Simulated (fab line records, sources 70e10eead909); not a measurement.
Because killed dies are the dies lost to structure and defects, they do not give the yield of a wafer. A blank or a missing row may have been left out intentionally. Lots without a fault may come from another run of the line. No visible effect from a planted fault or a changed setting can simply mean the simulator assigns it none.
A struck lot beside a sound one ; flow nand harc ; 14 out of 1302 route steps
Sound: these wafers, L685.2, L685.4, L685.5. Struck: wafers L701.3, L701.4, L701.6. The cause is given at the end.
Order at every step that has rows: each side's tool, ch and its chambers, its first start. Under that, the readings that differ: sound wafers ; struck wafers ; difference of the means ; sigmas: that difference in standard deviations of wafers without a fault.
alike: same words and numbers on both sides, and readings whose means sit less than 2 such deviations apart. not compared: any withheld reading, any reading some wafer has no value for, any bound like >300 that may hide the same value, and any number with overlapping values for which the record gives no deviation.
A row with sigmas, a row that says differs or no value, or rows on one side alone: a step with any of these is where the two part. Numbers that don't overlap but have no deviation are shown without sigmas and don't part them. A reading that every wafer of one side lacks parts them only if that side has two wafers or more.

first, 1 step without rows for these wafers: NHARC_A_STAIRCASE_HARDBAKE_311 (time 140 s).
NHARC_A_STAIRCASE_DESCUM_312: chemistry O2, time 3 s.
  sound on rie diel-01 ch 0,1,2, day 17 06:44; struck on rie diel-10 ch 0,2,3, day 23 21:11
  alike: drypump motor current A, oes product au, rf vpp V, showerhead plenum p Torr, throttle valve pct
  not compared: rf hours counter h
NHARC_A_STAIRCASE_ETCH_313: etches the open film in CF4/CHF3.
  sound on rie diel-01 ch 2,3, day 17 06:49; struck on rie diel-10 ch 1,2,3, day 23 21:17
  alike: drypump motor current A, oes product au, rf vpp V, showerhead plenum p Torr, throttle valve pct
  not compared: rf hours counter h
NHARC_A_STAIRCASE_HM_OPEN_463: chemistry O2/COS.
  sound: rie diel-01 ch 0,2; struck: rie diel-10 ch 0,1,2
reading;sound;struck;difference;sigmas
throttle valve pct (%);28.319 28.324 28.320;28.332 28.355 28.338;+0.021;+2
  alike: drypump motor current A, oes product au, rf vpp V, showerhead plenum p Torr
  not compared: rf hours counter h
then, 1 step without rows for these wafers: NHARC_A_STAIRCASE_STRIP_464 (strips in O2/COS).
NHARC_A_STAIRCASE_ETCH_453: etches the open film in CF4/O2, target depth 30 nm, overetch 3 nm, time 16.5 s.
  sound: rie diel-01 ch 0,2,3; struck: rie diel-10 ch 0,2,3
  alike: drypump motor current A, oes product au, rf vpp V, showerhead plenum p Torr, throttle valve pct
  not compared: rf hours counter h
NHARC_A_STAIRCASE_ETCH_315: etches the open film in C4F8/O2/Ar, target depth 2500 nm, time 607.1 s.
  sound: rie diel-01 ch 0,2; struck: rie diel-10 ch 0,2,3
  alike: oes product au, rf vpp V
  not compared: rf hours counter h
then, 4 steps without rows for these wafers: NHARC_A_STAIRCASE_STRIP_316 (strips in O2); NHARC_A_STAIRCASE_STRIP_317 (strips in SPM, time 900 s); NHARC_A_STAIRCASE_PRECLEAN_318 (cleans in SC1); NHARC_A_STAIRCASE_SRD_329.
NHARC_A_STAIRCASE_ALD_415: deposits SiO2, target thk 30 nm, pulse time 6 s, ald cycles 300.
  sound on ald hk-02 ch 1,2,3, day 17 09:09; struck on ald hk-02 ch 1,2,3, day 23 23:32
  no value came back on the struck wafers for any of 5 readings (ald cycles, heater power outer w (W) and others); on the sound wafers ald cycles reads 300 300 300
then, 1 step without rows for these wafers: NHARC_A_STAIRCASE_ETCHBACK_416 (etches the open film in C4F8/O2/Ar, target depth 36 nm, time 7.2 s).
-- jump in the record: it breaks off in module A_STAIRCASE and resumes in module END (first step shown: number 1302 of the route), and 7 days separate the struck wafers' starts before and after --
NHARC_END_SORT_01:
  sound on prober-02 ch 0, day 24 13:44; struck on prober-02 ch 0, day 31 02:49
reading;sound;struck;difference;sigmas
killed at array;70 39 73;671 671 668;+609;+41
killed dies;74 39 77;677 677 677;+614;+41
  alike: killed at other, killed at periphery, killed open, killed short

## WHERE THEY PART
Last at NHARC_END_SORT_01 as far as this record goes, first at NHARC_A_STAIRCASE_HM_OPEN_463.

WHY: whatever the simulator had introduced
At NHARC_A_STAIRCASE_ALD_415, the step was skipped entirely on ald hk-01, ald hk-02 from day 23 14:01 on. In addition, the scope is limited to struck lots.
